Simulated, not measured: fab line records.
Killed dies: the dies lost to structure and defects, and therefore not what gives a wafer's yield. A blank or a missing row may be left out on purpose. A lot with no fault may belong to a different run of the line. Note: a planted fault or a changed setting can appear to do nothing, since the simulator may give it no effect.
fab line records | flow nandHarc
record: lots: 24 wafers: 72 lastDay: 25
route steps=1159 shown P_GATE@144 P_CONTACT@236 A_ONON_D1@447 A_CHANNEL_HOLE_D1@462
lots that met no fault: taken from a fault-free run of the same line
startH: start of the lot's first displayed wafer, in hours after the record's first day | waitH: time in hours since the lot's previous step | " same as the row above | L1.1+2: a row that stands for several wafers | - value missing, or start not given | * or withheld: withheld | < > ~ a bound
route shown NAME@n: a module of which the file shows steps, and the number in the route of the first | usual: the fault-free wafers' mean and standard deviation | same: alike in all rows | chamber/n: place in a boat | sites: per-site readings | _std_site: the standard deviation of these | _edge_site: mean of outer sites minus mean of inner sites | radiusMm: for every site, how far away it sits from the centre of the wafer | mask NAME#n: copy n | behind: tool/chamber where the wafer was last shaped | hold: reason for holding the lot/hours on hold/outcome of the hold | device: names the non-switching transistor (n, p or np) | end of line: the tests these same wafers got at the end of their route | for a step that has no rows: nothing shown but its recipe | killed: dies that structure and defects cost at the first sort, which is not the same as the wafer's yield | map: per-die view of a wafer (x killed, . not killed, _ where there is no die)
set.NAME: the run value of the setting; set.NAME@STEP: its run value at that earlier step | model.NAME: the simulator's own value behind a step, which no gauge read
steps of the route over a sample of lots; a table a step, a row a wafer
services: when a tool's chamber went out of use (startH, in hours from the record's first day, below 0 if earlier), for how many hours, and the reason
== steps ==
step: NHARC_P_GATE_DESCUM_31
recipe: timeS: 3 o2FlowSccm: 200 arFlowSccm: 0 biasPowerW: 0 chemistry: O2
usual: drypumpMotorCurrentA: 5.7/0.36 mfcArSccm: 0.007/0.0094 oesProductAu: 0.997/0.0076 rfVppV: 58.0/0.9 showerheadPlenumPTorr: 1.96/0.076 throttleValvePct: 11.311/0.0086
same: timeS: 3
columns lot.wafer tool chamber startH waitH drypumpMotorCurrentA mfcArSccm oesProductAu rfHoursCounterH rfVppV showerheadPlenumPTorr throttleValvePct
L075.3 rieDiel-11 2 91.73 0.1 6.1 0 1.006 18 57.5 2.07 11.290
L075.6 " 3 " " 5.9 0 1.002 - 58.2 1.98 11.312
L075.5 " 0 " " 5.3 0 1.003 - 57.2 1.93 11.307
L074.4 rieDiel-11 3 91.83 0.1 5.9 0 0.989 25 60.3 1.98 11.308
L074.6 " 1 " " 5.5 0.007 0.991 - 58.1 1.98 11.310
L074.5 " 2 " " 6.1 0 1.003 - 58.7 2.07 11.302
L077.1 rieDiel-03 2 106.55 0.1 5.4 0.016 1.000 12 57.0 2.00 11.305
L077.3 " 1 " " 5.5 0.025 1.003 12 58.7 2.05 11.310
L077.5 " 3 " " 6.3 0 0.996 - 58.9 1.99 11.308
L076.1 rieDiel-11 3 107.28 0.1 5.9 0 0.998 29 57.2 1.98 11.322
L076.4 " 1 " " 5.5 0.007 1.003 28 57.3 1.98 11.312
L076.6 " 0 " " 5.3 0 1.009 - 57.8 1.93 11.318
L078.2 rieDiel-03 2 111.00 0.1 5.4 0.016 0.994 13 58.5 2.00 11.319
L078.6 " 0 " " 5.4 0 1.007 - 58.8 1.81 11.310
L078.5 " 1 " " 5.5 0.025 0.984 - 58.4 2.05 11.308
L079.1 rieDiel-11 0 120.73 0.3 5.3 0 1.010 30 58.2 1.93 11.295
L079.2 " 1 " " 5.6 0.007 1.002 33 58.3 1.98 11.300
L079.6 " 3 " " 5.9 0 0.995 - 59.0 1.98 11.325
L081.3 rieDiel-03 0 130.02 0.1 5.4 0 0.997 15 57.3 1.81 11.320
L081.4 " 1 " " 5.6 0.025 0.982 16 58.8 2.05 11.319
L081.6 " 3 " " 6.4 0 0.994 - 58.4 1.99 11.313
L080.3 rieDiel-04 0 130.16 0.1 5.9 0.013 0.996 3 56.6 1.98 11.306
L080.2 " 1 " " 5.0 0 0.995 4 58.1 1.91 11.301
L080.1 " 2 " " 5.7 0 1.009 3 58.1 1.88 11.308
L082.1 rieDiel-03 3 140.68 0.2 6.3 0 0.993 18 56.4 1.99 11.323
L082.4 " 1 " " 5.5 0.025 0.997 17 58.5 2.05 11.329
L082.5 " 3 " " 6.4 0 1.005 - 58.7 1.99 11.316
L084.1 rieDiel-03 0 148.65 0.1 5.4 0 1.001 18 58.7 1.81 11.308
L084.5 " 2 " " 5.4 0.016 0.984 - 58.0 1.99 11.311
L084.4 " 1 " " 5.5 0.025 0.982 - 58.4 2.05 11.312
L083.2 rieDiel-03 2 149.17 0.1 5.4 0.016 0.996 18 56.5 2.00 11.316
L083.5 " 2 " " 5.4 0.016 0.982 - 57.7 2.00 11.315
L083.4 " 1 " " 5.6 0.025 0.982 - 58.8 2.05 11.306
L087.4 rieDiel-03 2 164.80 0.1 5.4 0.016 0.988 - 58.7 1.99 11.309
L087.6 " 0 " " 5.4 0 0.995 - 57.7 1.81 11.306
L087.5 " 1 " " 5.5 0.025 0.999 - 58.8 2.05 11.315
L086.2 rieDiel-03 1 165.40 0.1 5.5 0.025 0.982 22 59.1 2.05 11.302
L086.3 " 2 " " 5.4 0.016 0.992 22 58.1 1.99 11.328
L086.1 " 0 " " 5.4 0 0.988 22 56.6 1.81 11.308
L088.4 rieDiel-04 1 165.60 0.1 5.0 0 1.005 18 56.9 1.90 11.302
L088.6 " 3 " " 6.2 0 0.996 - 58.2 1.94 11.297
L088.5 " 0 " " 5.9 0.013 1.008 - 58.8 1.97 11.300
L085.4 rieDiel-11 0 165.97 0.1 5.3 0 1.011 48 58.7 1.92 11.319
L085.5 " 2 " " 6.0 0 1.005 - 58.7 2.06 11.312
L085.6 " 3 " " 5.9 0 0.999 - 57.8 1.98 11.310
L089.3 rieDiel-03 0 185.40 0.1 5.4 0 0.996 25 58.3 1.81 11.306
L089.1 " 1 " " 5.5 0.025 0.986 25 59.0 2.05 11.321
L089.6 " 3 " " 6.3 0 0.997 - 57.3 1.99 11.316
L090.4 rieDiel-03 1 186.01 0.1 5.6 0.025 0.996 25 59.1 2.05 11.310
L090.2 " 3 " " 6.4 0 0.991 22 58.9 1.99 11.313
L090.5 " 1 " " 5.5 0.025 0.998 - 58.5 2.05 11.305
L091.2 rieDiel-03 2 190.44 0.1 5.4 0.016 0.996 27 57.5 1.99 11.326
L091.4 " 0 " " 5.4 0 0.999 26 58.7 1.81 11.303
L091.6 " 2 " " 5.4 0.016 0.988 - 59.2 1.99 11.315
L092.3 rieDiel-04 3 200.66 0.1 6.2 0 0.995 34 57.2 1.94 11.307
L092.2 " 0 " " 5.9 0.013 1.003 34 58.7 1.97 11.306
L092.6 " 1 " " 5.0 0 0.991 - 57.6 1.90 11.318
L093.1 rieDiel-11 1 200.91 0.2 5.5 0.007 1.000 1 58.0 1.97 11.306
L093.3 " 2 " " 6.1 0 0.994 1 58.5 2.06 11.300
L093.2 " 3 " " 5.9 0 0.999 0 57.9 1.97 11.308
L094.1 rieDiel-03 1 208.51 0.1 5.5 0.025 0.986 30 58.4 2.05 11.307
L094.4 " 0 " " 5.4 0 1.006 30 58.4 1.81 11.305
L094.6 " 2 " " 5.4 0.016 0.985 - 57.3 1.99 11.318
L095.4 rieDiel-04 2 213.34 0.1 5.6 0 1.005 32 57.4 1.87 11.306
L095.2 " 0 " " 5.9 0.013 1.008 41 58.6 1.97 11.297
L095.6 " 3 " " 6.2 0 1.009 - 58.9 1.94 11.314
L096.3 rieDiel-04 2 223.54 0.1 5.6 0 1.006 35 57.0 1.87 11.298
L096.2 " 3 " " 6.2 0 0.995 44 60.1 1.94 11.304
L096.5 " 3 " " 6.1 0 1.002 - 58.4 1.94 11.302
L097.1 rieDiel-11 2 227.78 0.1 6.1 0 1.001 8 57.4 2.06 11.319
L097.2 " 0 " " 5.3 0 0.998 9 59.3 1.91 11.294
L097.6 " 3 " " 5.9 0 0.995 - 57.9 1.97 11.324
step: NHARC_P_CONTACT_ETCH_35
recipe: targetDepthA: 390 overEtchFrac: 0.3 timeS: 65 ionEnergyEv: 80 cf4FlowSccm: 150 arFlowSccm: 0 rfW: 300 biasW: 100 chemistry: CF4
usual: drypumpMotorCurrentA: 5.7/0.37 mfcArSccm: 0.003/0.005 oesProductAu: 1.004/0.0067 rfVppV: 151.0/1.3 showerheadPlenumPTorr: 1.76/0.076 throttleValvePct: 13.282/0.009
same: timeS: 65
columns lot.wafer tool chamber startH waitH drypumpMotorCurrentA mfcArSccm oesProductAu rfHoursCounterH rfVppV showerheadPlenumPTorr throttleValvePct
L075.3 rieDiel-02 1 112.92 0.1 5.8 0 1.003 13 151.3 1.74 13.292
L075.6 " 1 " " 5.8 0 0.998 - 149.6 1.74 13.288
L075.5 " 2 " " 5.3 0.005 0.998 - 149.2 1.66 13.287
L074.4 rieDiel-09 3 113.61 0.3 6.2 0 1.014 1 153.5 1.90 13.301
L074.5 " 0 " " 5.7 0.012 1.000 - 148.9 1.69 13.289
L074.6 " 1 " " 5.0 0 1.005 - 153.0 1.84 13.273
L077.3 rieDiel-09 0 126.56 0.1 5.7 0.012 1.008 4 150.2 1.69 13.283
L077.1 " 1 " " 5.0 0 1.004 4 151.6 1.84 13.285
L077.5 " 3 " " 6.2 0 1.010 - 153.1 1.90 13.272
L076.1 rieDiel-02 1 127.50 0.1 5.8 0 1.000 14 150.1 1.74 13.290
L076.4 " 2 " " 5.3 0.005 0.995 14 149.4 1.66 13.285
L076.6 " 2 " " 5.3 0.005 1.001 - 148.8 1.66 13.290
L078.2 rieDiel-02 1 131.20 0.1 5.7 0 1.001 15 151.7 1.74 13.280
L078.6 " 1 " " 5.8 0 1.004 - 150.3 1.74 13.296
L078.5 " 2 " " 5.3 0.005 1.003 - 150.1 1.66 13.266
L079.1 rieDiel-02 1 141.44 0.1 5.8 0 0.989 16 150.2 1.74 13.286
L079.2 " 3 " " 5.9 0 1.003 18 150.7 1.72 13.272
L079.6 " 1 " " 5.8 0 0.999 - 150.0 1.74 13.283
L080.1 rieDiel-09 0 150.79 0.1 5.7 0.012 1.007 6 150.0 1.69 13.281
L080.2 " 2 " " 5.7 0 0.995 6 152.0 1.77 13.274
L080.3 " 3 " " 6.3 0 0.998 5 152.1 1.90 13.260
L081.4 rieDiel-09 1 151.27 0.1 5.0 0 1.006 6 152.9 1.84 13.286
L081.3 " 2 " " 5.7 0 0.997 7 149.4 1.77 13.297
L081.6 " 1 " " 5.0 0 1.015 - 152.9 1.84 13.283
L082.1 rieDiel-02 0 163.10 0.1 5.2 0 1.000 0 151.3 1.71 13.289
L082.5 " 0 " " 5.2 0 1.001 - 152.2 1.71 13.285
L082.4 " 1 " " 5.8 0 1.007 - 150.8 1.74 13.271
L084.1 rieDiel-02 0 169.19 0.1 5.2 0 0.996 1 150.4 1.71 13.296
L084.4 " 3 " " 5.9 0 1.014 - 149.8 1.72 13.273
L084.5 " 0 " " 5.2 0 0.997 - 150.9 1.71 13.264
L083.2 rieDiel-09 3 174.68 0.1 6.2 0 1.004 7 152.8 1.90 13.285
L083.4 " 0 " " 5.7 0.012 1.009 - 151.4 1.69 13.272
L083.5 " 2 " " 5.7 0 0.995 - 151.8 1.77 13.284
L087.5 rieDiel-09 0 186.14 0.1 5.7 0.012 1.003 - 150.9 1.69 13.269
L087.6 " 2 " " 5.7 0 0.998 - 150.5 1.77 13.278
L087.4 " 3 " " 6.3 0 1.008 - 152.3 1.90 13.260
L086.2 rieDiel-09 1 186.58 0.3 5.0 0 1.008 8 151.7 1.84 13.296
L086.3 " 2 " " 5.7 0 0.993 10 151.5 1.77 13.279
L086.1 " 3 " " 6.2 0 1.011 9 153.0 1.90 13.277
L088.6 rieDiel-05 1 186.86 0.1 6.0 0.017 1.006 - 151.4 1.84 13.272
L088.4 " 2 " " 5.5 0 1.010 - 151.7 1.76 13.290
L088.5 " 3 " " 5.9 0 1.008 - 150.7 1.69 13.274
L085.4 rieDiel-02 0 191.98 0.1 5.2 0 1.004 4 150.2 1.71 13.304
L085.6 " 3 " " 6.0 0 1.012 - 150.2 1.72 13.288
L085.5 " 0 " " 5.2 0 1.008 - 149.0 1.71 13.284
L089.1 rieDiel-09 2 205.50 0.1 5.7 0 0.997 12 152.8 1.76 13.278
L089.3 " 0 " " 5.7 0.012 1.014 12 151.6 1.69 13.282
L089.6 " 2 " " 5.7 0 1.015 - 151.1 1.76 13.281
L090.4 rieDiel-02 2 205.99 0.1 5.3 0.005 1.003 3 151.3 1.65 13.283
L090.2 " 0 " " 5.2 0 1.002 5 148.9 1.71 13.284
L090.5 " 3 " " 5.9 0 1.005 - 150.4 1.72 13.286
L091.2 rieDiel-09 3 211.88 0.1 6.2 0 1.010 11 153.7 1.90 13.278
L091.4 " 1 " " 5.0 0 1.015 10 151.0 1.84 13.277
L091.6 " 0 " " 5.7 0.012 1.000 - 150.5 1.69 13.291
L093.3 rieDiel-05 2 220.95 0.1 5.5 0 1.002 20 150.7 1.75 13.281
L093.1 " 0 " " 6.1 0 1.013 17 152.1 1.79 13.293
L093.2 " 1 " " 6.0 0.017 1.008 20 152.3 1.84 13.289
L092.2 rieDiel-09 0 221.90 0.1 5.7 0.012 1.011 14 149.3 1.69 13.284
L092.3 " 1 " " 5.0 0 1.004 12 151.0 1.84 13.289
L092.6 " 3 " " 6.2 0 1.004 - 151.9 1.90 13.281
L094.1 rieDiel-09 0 229.20 0.1 5.7 0.012 1.010 15 149.4 1.69 13.282
L094.4 " 1 " " 5.0 0 1.009 12 152.9 1.84 13.295
L094.6 " 3 " " 6.3 0 1.007 - 152.3 1.90 13.275
L095.4 rieDiel-02 0 234.24 0.1 5.2 0 0.999 9 150.7 1.71 13.297
L095.2 " 1 " " 5.8 0 1.009 8 151.6 1.74 13.291
L095.6 " 0 " " 5.2 0 1.000 - 150.5 1.71 13.294
L096.2 rieDiel-09 1 244.72 0.1 5.0 0 1.014 14 152.7 1.84 13.280
L096.3 " 3 " " 6.2 0 1.000 15 152.1 1.90 13.288
L096.5 " 2 " " 5.7 0 0.992 - 150.4 1.76 13.284
L097.2 rieDiel-09 2 248.68 0.1 5.7 0 1.004 17 149.6 1.76 13.278
L097.1 " 3 " " 6.2 0 1.010 16 151.9 1.90 13.275
L097.6 " 3 " " 6.2 0 1.014 - 152.5 1.90 13.282
step: NHARC_P_CONTACT_CMP_24
recipe: tOverpolishS: 30 targetThkNm: 200
usual: motorCurrentA: 12.6/1.2 overpolishRunS: 30.000/0.0088 retainingRingPressureFrac: 1.000/0.0054 timeToEndpointS: 39.3/1.8
columns lot.wafer tool chamber startH waitH motorCurrentA overpolishRunS retainingRingPressureFrac timeToEndpointS
L075.3 cmp-04 0 124.36 0.5 12.1 29.990 1.000 41.3
L075.6 " 2 " " 11.2 30.004 0.999 39.8
L075.5 " 3 " " 13.1 30.000 1.001 41.6
L074.4 cmp-02 2 124.84 0.4 13.3 30.008 0.994 36.3
L074.6 " 2 " " 13.2 29.986 0.994 38.4
L074.5 " 3 " " 12.1 29.990 1.011 37.9
L077.3 cmp-04 1 134.16 0.4 11.4 29.997 0.995 37.1
L077.1 " 3 " " 13.2 30.009 0.993 39.7
L077.5 " 1 " " 11.3 30.006 0.997 37.4
L076.1 cmp-04 3 134.70 0.6 13.5 29.996 1.005 38.3
L076.4 " 0 " " 11.8 30.003 0.995 35.7
L076.6 " 3 " " 13.5 29.994 0.994 38.2
L078.2 cmp-02 3 135.03 0.6 11.8 29.972 0.992 41.0
L078.5 " 1 " " 14.9 30.007 1.000 36.5
L078.6 " 2 " " 13.3 30.002 0.993 38.1
L079.1 cmp-04 2 145.62 0.5 10.6 30.010 1.008 38.2
L079.2 " 1 " " 11.3 30.004 0.997 37.3
L079.6 " 2 " " 10.5 30.005 1.005 39.9
L080.2 cmp-02 0 153.46 0.6 13.1 29.997 0.997 38.2
L080.1 " 2 " " 13.3 30.006 0.997 38.2
L080.3 " 3 " " 11.6 30.000 0.999 39.8
L081.4 cmp-04 0 154.00 0.4 12.0 30.004 0.994 37.4
L081.3 " 3 " " 13.6 29.989 1.002 36.3
L081.6 " 0 " " 11.2 30.008 1.005 36.8
L082.4 cmp-03 2 165.88 0.4 12.3 30.005 1.006 40.6
L082.1 " 0 " " 12.8 29.993 0.999 41.4
L082.5 " 1 " " 12.7 29.998 0.994 38.1
L084.4 cmp-03 0 172.30 0.3 13.4 30.005 0.989 38.9
L084.1 " 3 " " 15.4 29.998 1.008 41.2
L084.5 " 0 " " 12.6 29.983 0.997 41.3
L083.4 cmp-02 2 182.90 0.3 13.3 30.000 0.992 37.6
L083.2 " 1 " " 14.5 29.985 1.001 38.7
L083.5 " 2 " " 12.7 30.010 1.004 37.0
L088.4 cmp-02 3 193.36 0.4 11.9 30.003 0.997 40.6
L088.6 " 1 " " 15.0 29.984 0.999 36.6
L088.5 " 2 " " 12.2 29.997 1.003 40.5
L087.4 cmp-04 2 193.45 0.5 11.0 30.003 0.999 38.2
L087.5 " 1 " " 10.8 30.002 1.001 37.0
L087.6 " 2 " " 10.6 30.023 0.993 36.4
L086.3 cmp-02 2 193.89 0.3 13.1 30.000 0.996 36.7
L086.1 " 3 " " 11.2 29.996 1.000 41.6
L086.2 " 0 " " 12.7 29.999 1.002 38.6
L085.4 cmp-03 1 194.63 0.3 12.7 30.001 1.012 38.3
L085.6 " 3 " " 14.3 30.006 1.012 40.2
L085.5 " 0 " " 13.3 30.007 0.993 41.2
L089.3 cmp-02 3 216.28 0.3 11.6 30.010 0.999 43.0
L089.1 " 0 " " 12.7 30.005 1.002 40.1
L089.6 " 1 " " 15.5 30.010 1.007 41.7
L090.2 cmp-04 1 216.79 0.5 11.0 29.987 1.006 39.6
L090.4 " 3 " " 13.5 29.992 1.010 42.0
L090.5 " 0 " " 11.6 29.988 1.006 41.0
L091.4 cmp-04 2 217.41 0.3 11.4 30.005 0.998 42.6
L091.2 " 1 " " 11.1 29.998 0.999 39.8
L091.6 " 2 " " 10.8 29.993 1.001 40.6
L093.1 cmp-02 0 224.25 0.6 13.5 30.001 0.999 37.2
L093.2 " 2 " " 12.7 30.009 1.008 39.6
L093.3 " 3 " " 12.2 30.013 0.989 40.5
L092.3 cmp-02 1 225.05 0.4 14.3 29.996 1.001 39.5
L092.2 " 2 " " 13.1 30.005 1.000 38.3
L092.6 " 1 " " 14.7 29.999 1.000 40.5
L094.4 cmp-02 1 232.06 0.4 15.0 29.995 1.013 41.8
L094.1 " 2 " " 12.8 30.022 1.007 40.1
L094.6 " 1 " " 14.4 29.997 1.005 42.4
L095.2 cmp-04 3 237.41 0.8 13.4 29.990 1.000 40.9
L095.4 " 2 " " 10.9 29.995 1.003 40.4
L095.6 " 3 " " 13.5 30.003 0.999 40.1
L096.3 cmp-04 1 247.44 0.3 11.2 30.000 1.002 38.2
L096.2 " 2 " " 10.7 29.997 1.005 40.2
L096.5 " 1 " " 11.4 30.015 1.001 39.6
L097.1 cmp-03 1 251.48 0.5 13.0 30.004 0.999 39.8
L097.2 " 2 " " 11.7 29.986 1.004 39.7
L097.6 " 1 " " 12.8 29.986 1.001 39.5
step: NHARC_A_ONON_D1_THK_MEAS_34
recipe: thkMeasGauge: ellipsometry
usual: thkNm: 200.6/2.6
columns lot.wafer tool chamber startH waitH thkNm
L075.3 filmMetro-02 - 180.78 - 197.3
L075.5 " - " " 201.3
L075.6 " - " " 202.9
L074.4 filmMetro-01 - 180.91 - 199.8
L074.5 " - " " 201.1
L074.6 " - " " 199.9
L076.1 filmMetro-02 - 191.55 - 197.0
L076.4 " - " " 202.5
L076.6 " - " " 199.1
L078.2 filmMetro-02 - 191.65 - 197.7
L078.5 " - " " 202.2
L078.6 " - " " 199.6
L077.1 filmMetro-02 - 191.86 - 198.4
L077.3 " - " " 200.9
L077.5 " - " " 201.7
L079.1 filmMetro-02 - 201.70 - 198.5
L079.2 " - " " 201.8
L079.6 " - " " 204.1
L080.1 filmMetro-01 - 206.72 - 202.3
L080.2 " - " " 201.0
L080.3 " - " " 199.2
L081.3 filmMetro-02 - 206.88 - 204.3
L081.4 " - " " 202.6
L081.6 " - " " 202.3
L082.1 filmMetro-01 - 218.77 - 196.5
L082.4 " - " " 196.7
L082.5 " - " " 201.2
L084.1 filmMetro-02 - 232.89 0.5 196.3
L084.4 " - " " 199.9
L084.5 " - " " 198.5
L083.2 filmMetro-01 - 240.79 0.4 202.0
L083.4 " - " " 203.3
L083.5 " - " " 203.5
L086.1 filmMetro-02 - 260.99 - 199.5
L086.2 " - " " 202.5
L086.3 " - " " 198.0
L088.4 filmMetro-02 - 261.26 - 199.9
L088.5 " - " " 206.0
L088.6 " - " " 204.8
L087.4 filmMetro-01 - 261.45 - 203.6
L087.5 " - " " 204.1
L087.6 " - " " 202.8
L085.4 filmMetro-02 - 261.52 0.3 205.0
L085.5 " - " " 200.9
L085.6 " - " " 200.8
L089.1 filmMetro-01 - 270.86 0.5 198.3
L089.3 " - " " 202.5
L089.6 " - " " 202.4
L091.2 filmMetro-02 - 270.86 - 195.5
L091.4 " - " " 198.7
L091.6 " - " " 197.7
L090.2 filmMetro-01 - 271.09 - 199.2
L090.4 " - " " 204.7
L090.5 " - " " 204.1
L093.1 filmMetro-02 - 278.21 - 195.8
L093.2 " - " " 202.6
L093.3 " - " " 201.2
L092.2 filmMetro-01 - 278.24 - 199.7
L092.3 " - " " 199.7
L092.6 " - " " 202.1
L094.1 filmMetro-02 - 288.71 - 195.5
L094.4 " - " " 201.5
L094.6 " - " " 202.6
L095.2 filmMetro-02 - 288.98 - 203.1
L095.4 " - " " 201.1
L095.6 " - " " 199.2
L096.2 filmMetro-01 - 299.94 0.4 197.8
L096.3 " - " " 203.7
L096.5 " - " " 202.8
L097.1 filmMetro-02 - 304.98 0.4 196.7
L097.2 " - " " 195.6
L097.6 " - " " 198.6
step: NHARC_A_CHANNEL_HOLE_D1_CD_MEAS_10
recipe: targetCdNm: 100 landingEnergyEv: 500
usual: cdNm: 99.9/0.39
columns lot.wafer tool chamber startH waitH cdNm
L075.3 cdSem-03 0 185.81 - 100.0
L075.5 " 0 " " 101.1
L075.6 " 0 " " 100.6
L074.4 cdSem-02 0 186.26 - 100.4
L074.5 " 0 " " 99.7
L074.6 " 0 " " 100.2
L076.1 cdSem-03 0 194.93 - 100.3
L076.4 " 0 " " 99.8
L076.6 " 0 " " 100.0
L078.2 cdSem-01 0 195.84 - 99.1
L078.5 " 0 " " 99.6
L078.6 " 0 " " 99.7
L077.1 cdSem-02 0 196.82 - 99.8
L077.3 " 0 " " 100.3
L077.5 " 0 " " 99.8
L079.1 cdSem-02 0 204.48 - 100.6
L079.2 " 0 " " 100.3
L079.6 " 0 " " 100.1
L080.1 cdSem-01 0 209.54 - 99.9
L080.2 " 0 " " 99.2
L080.3 " 0 " " 100.1
L081.3 cdSem-02 0 209.86 - 99.6
L081.4 " 0 " " 99.3
L081.6 " 0 " " 99.8
L082.1 cdSem-01 0 221.43 - 99.7
L082.4 " 0 " " 100.1
L082.5 " 0 " " 100.2
L084.1 cdSem-03 0 235.79 - 98.7
L084.4 " 0 " " 99.6
L084.5 " 0 " " 99.6
L083.2 cdSem-02 0 243.58 - 100.4
L083.4 " 0 " " 99.7
L083.5 " 0 " " 99.6
L086.1 cdSem-03 0 263.80 - 99.8
L086.2 " 0 " " 100.1
L086.3 " 0 " " 99.5
L088.4 cdSem-02 0 264.39 - 99.9
L088.5 " 0 " " 99.9
L088.6 " 0 " " 99.8
L087.4 cdSem-01 0 265.48 - 99.9
L087.5 " 0 " " 99.9
L087.6 " 0 " " 99.8
L085.4 cdSem-03 0 265.68 - 100.4
L085.5 " 0 " " 100.1
L085.6 " 0 " " 100.3
L089.1 cdSem-01 0 274.08 - 99.5
L089.3 " 0 " " 99.8
L089.6 " 0 " " 99.8
L091.2 cdSem-01 0 275.01 - 99.7
L091.4 " 0 " " 99.7
L091.6 " 0 " " 100.0
L090.2 cdSem-03 0 275.16 - 99.8
L090.4 " 0 " " 99.8
L090.5 " 0 " " 99.7
L093.1 cdSem-03 0 280.99 - 100.5
L093.2 " 0 " " 100.1
L093.3 " 0 " " 100.4
L092.2 cdSem-03 0 281.15 - 100.1
L092.3 " 0 " " 99.9
L092.6 " 0 " " 100.3
L094.1 cdSem-02 0 291.65 - 99.7
L094.4 " 0 " " 100.8
L094.6 " 0 " " 99.8
L095.2 cdSem-01 0 291.86 - 99.9
L095.4 " 0 " " 99.7
L095.6 " 0 " " 99.5
L096.2 cdSem-02 0 302.81 - 99.7
L096.3 " 0 " " 100.0
L096.5 " 0 " " 100.2
L097.1 cdSem-02 0 310.05 - 99.9
L097.2 " 0 " " 99.8
L097.6 " 0 " " 100.7
step: NHARC_A_CHANNEL_HOLE_D1_INSPECT_12
usual: rawDefectCount: 5.3/2.5
columns lot.wafer tool chamber startH waitH rawDefectCount
L075.3 defectInspect-01 - 185.93 0.0 5
L075.5 " - " " 1
L075.6 " - " " 4
L074.4 defectInspect-02 - 186.38 0.0 7
L074.5 " - " " 4
L074.6 " - " " 5
L076.1 defectInspect-01 - 195.06 0.0 10
L076.4 " - " " 6
L076.6 " - " " 3
L078.2 defectInspect-01 - 195.99 0.1 8
L078.5 " - " " 4
L078.6 " - " " 5
L077.1 defectInspect-02 - 196.94 0.0 3
L077.3 " - " " 3
L077.5 " - " " 6
L079.1 defectInspect-02 - 204.61 0.0 9
L079.2 " - " " 7
L079.6 " - " " 4
L080.1 defectInspect-02 - 209.67 0.0 8
L080.2 " - " " 5
L080.3 " - " " 5
L081.3 defectInspect-01 - 209.98 0.0 2
L081.4 " - " " 4
L081.6 " - " " 7
L082.1 defectInspect-01 - 221.56 0.0 5
L082.4 " - " " 4
L082.5 " - " " 0
L084.1 defectInspect-02 - 235.92 0.0 6
L084.4 " - " " 4
L084.5 " - " " 4
L083.2 defectInspect-02 - 243.71 0.0 5
L083.4 " - " " 2
L083.5 " - " " 11
L086.1 defectInspect-02 - 263.93 0.0 3
L086.2 " - " " 10
L086.3 " - " " 5
L088.4 defectInspect-01 - 264.51 0.0 3
L088.5 " - " " 5
L088.6 " - " " 5
L087.4 defectInspect-02 - 265.60 0.0 11
L087.5 " - " " 9
L087.6 " - " " 6
L085.4 defectInspect-02 - 265.80 0.0 5
L085.5 " - " " 5
L085.6 " - " " 5
L089.1 defectInspect-01 - 274.20 0.0 1
L089.3 " - " " 5
L089.6 " - " " 3
L091.2 defectInspect-02 - 275.14 0.0 8
L091.4 " - " " 8
L091.6 " - " " 2
L090.2 defectInspect-01 - 275.28 0.0 1
L090.4 " - " " 5
L090.5 " - " " 8
L093.1 defectInspect-02 - 281.12 0.0 4
L093.2 " - " " 7
L093.3 " - " " 6
L092.2 defectInspect-02 - 281.27 0.0 3
L092.3 " - " " 1
L092.6 " - " " 5
L094.1 defectInspect-01 - 291.78 0.0 9
L094.4 " - " " 11
L094.6 " - " " 8
L095.2 defectInspect-01 - 291.99 0.0 6
L095.4 " - " " 3
L095.6 " - " " 2
L096.2 defectInspect-01 - 302.93 0.0 4
L096.3 " - " " 4
L096.5 " - " " 10
L097.1 defectInspect-01 - 310.18 0.0 6
L097.2 " - " " 5
L097.6 " - " " 3
== services ==
columns tool chamber startH hours kind
rieDiel-11 2 70.58 11.4 repair
rieDiel-09 - 77.10 9.0 pm
rieDiel-02 1 80.22 7.4 repair
rieDiel-09 3 90.87 10.5 repair
cmp-02 - 94.00 8.2 repair
rieDiel-03 - 94.39 0.5 repair
cmp-04 - 98.70 0.3 repair
rieDiel-09 1 102.47 2.5 repair
cmp-04 - 105.95 4.0 pm
cmp-04 - 111.36 1.5 repair
rieDiel-09 3 116.09 2.9 repair
rieDiel-11 1 139.63 2.1 repair
cmp-02 - 146.17 4.0 pm
rieDiel-02 - 150.03 0.5 repair
rieDiel-02 - 150.73 9.0 pm
rieDiel-09 - 161.76 0.5 repair
cmp-02 - 164.86 2.7 repair
rieDiel-03 - 166.74 1.7 repair
rieDiel-09 1 170.71 15.8 repair
rieDiel-11 - 189.59 9.0 pm
cmp-04 - 203.95 4.0 pm
rieDiel-03 - 215.33 9.0 pm
cmp-02 - 237.00 2.1 repair
cmp-02 - 244.17 4.0 pm
== key ==
fault none
